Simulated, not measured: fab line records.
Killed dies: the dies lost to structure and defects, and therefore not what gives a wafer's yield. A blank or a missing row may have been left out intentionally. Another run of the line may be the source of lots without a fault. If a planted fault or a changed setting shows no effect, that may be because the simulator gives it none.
Chamber matching :: flow n5 finfet :: N5_BEOL_M6_DESCUM_33 on rie diel-02: 4 sister chambers
The step chemistry O2, time 7 s. 18 wafers are shown with their chamber, then 9 later ones without.

WAFERS, EACH WITH ITS CHAMBER
wafer: L078.1
chamber: 1
drypump motor current A (A): 5.5
showerhead plenum p Torr (Torr): 2.07
throttle valve pct (%): 20.86

wafer: L078.3
chamber: 0
drypump motor current A (A): 6.1
showerhead plenum p Torr (Torr): 2.23
throttle valve pct (%): 19.90

wafer: L078.5
chamber: 0
drypump motor current A (A): 6.1
showerhead plenum p Torr (Torr): 2.23
throttle valve pct (%): 19.91

wafer: L074.2
chamber: 0
drypump motor current A (A): 6.1
showerhead plenum p Torr (Torr): 2.23
throttle valve pct (%): 19.91

wafer: L074.3
chamber: 3
drypump motor current A (A): 6.4
showerhead plenum p Torr (Torr): 1.99
throttle valve pct (%): 20.18

wafer: L074.4
chamber: 1
drypump motor current A (A): 5.5
showerhead plenum p Torr (Torr): 2.07
throttle valve pct (%): 20.88

wafer: L079.3
chamber: 2
drypump motor current A (A): 5.2
showerhead plenum p Torr (Torr): 2.05
throttle valve pct (%): 20.14

wafer: L079.4
chamber: 3
drypump motor current A (A): 6.4
showerhead plenum p Torr (Torr): 1.99
throttle valve pct (%): 20.17

wafer: L079.6
chamber: 0
drypump motor current A (A): 6.1
showerhead plenum p Torr (Torr): 2.23
throttle valve pct (%): 19.92

wafer: L081.2
chamber: 1
drypump motor current A (A): 5.5
showerhead plenum p Torr (Torr): 2.07
throttle valve pct (%): 20.90

wafer: L081.3
chamber: 3
drypump motor current A (A): 6.3
showerhead plenum p Torr (Torr): 1.99
throttle valve pct (%): 20.22

wafer: L081.5
chamber: 2
drypump motor current A (A): 5.2
showerhead plenum p Torr (Torr): 2.05
throttle valve pct (%): 20.16

wafer: L087.3
chamber: 0
drypump motor current A (A): 6.1
showerhead plenum p Torr (Torr): 2.22
throttle valve pct (%): 19.96

wafer: L087.4
chamber: 1
drypump motor current A (A): 5.5
showerhead plenum p Torr (Torr): 2.07
throttle valve pct (%): 20.63

wafer: L087.5
chamber: 0
drypump motor current A (A): 6.1
showerhead plenum p Torr (Torr): 2.22
throttle valve pct (%): 19.95

wafer: L088.3
chamber: 3
drypump motor current A (A): 6.3
showerhead plenum p Torr (Torr): 1.98
throttle valve pct (%): 20.24

wafer: L088.5
chamber: 2
drypump motor current A (A): 5.2
showerhead plenum p Torr (Torr): 2.04
throttle valve pct (%): 20.17

wafer: L088.6
chamber: 3
drypump motor current A (A): 6.3
showerhead plenum p Torr (Torr): 1.98
throttle valve pct (%): 20.24

SIGNATURES (averages over the wafers above)
reading: drypump motor current A
chamber 0: 6.100
chamber 1: 5.500
chamber 2: 5.200
chamber 3: 6.340
scatter within a chamber: 0.0293

reading: showerhead plenum p Torr
chamber 0: 2.2267
chamber 1: 2.0700
chamber 2: 2.0467
chamber 3: 1.9860
scatter within a chamber: 0.00478

reading: throttle valve pct
chamber 0: 19.9250
chamber 1: 20.8175
chamber 2: 20.1567
chamber 3: 20.2100
scatter within a chamber: 0.063
Rule: for a wafer and a chamber, the distance is found by dividing, reading by reading, the gap between the wafer's reading and the chamber's mean by the reading's scatter, squaring, summing and taking the root. If the next closest chamber is less than 2 further off than the closest, the wafer can't be placed; otherwise it belongs to the closest. How the scatter is found: for the shown wafers, subtract from each reading the mean of its chamber, square and add these, divide the total by (wafers less chambers), then take the root.

WAFERS MISSING THEIR CHAMBER
wafer: L095.1
drypump motor current A (A): 6.1
showerhead plenum p Torr (Torr): 2.21
throttle valve pct (%): 20.02

wafer: L095.2
drypump motor current A (A): 5.2
showerhead plenum p Torr (Torr): 2.04
throttle valve pct (%): 20.21

wafer: L095.3
drypump motor current A (A): 5.5
showerhead plenum p Torr (Torr): 2.06
throttle valve pct (%): 20.67

wafer: L095.4
drypump motor current A (A): 5.2
showerhead plenum p Torr (Torr): 2.04
throttle valve pct (%): 20.21

wafer: L095.5
drypump motor current A (A): 6.1
showerhead plenum p Torr (Torr): 2.21
throttle valve pct (%): 19.99

wafer: L095.6
drypump motor current A (A): 5.5
showerhead plenum p Torr (Torr): 2.06
throttle valve pct (%): 20.65

wafer: L096.1
drypump motor current A (A): 6.1
showerhead plenum p Torr (Torr): 2.21
throttle valve pct (%): 19.99

wafer: L096.2
drypump motor current A (A): 5.2
showerhead plenum p Torr (Torr): 2.04
throttle valve pct (%): 20.21

wafer: L096.4
drypump motor current A (A): 5.5
showerhead plenum p Torr (Torr): 2.06
throttle valve pct (%): 20.66

EACH ONE'S CHAMBER
wafer: L095.1
from the rows above: 0
in truth: 0

wafer: L095.2
from the rows above: 2
in truth: 2

wafer: L095.3
from the rows above: 1
in truth: 1

wafer: L095.4
from the rows above: 2
in truth: 2

wafer: L095.5
from the rows above: 0
in truth: 0

wafer: L095.6
from the rows above: 1
in truth: 1

wafer: L096.1
from the rows above: 0
in truth: 0

wafer: L096.2
from the rows above: 2
in truth: 2

wafer: L096.4
from the rows above: 1
in truth: 1
9 of 9 placed correctly. From these rows, 0 cannot be placed. Placed wrongly: 0.
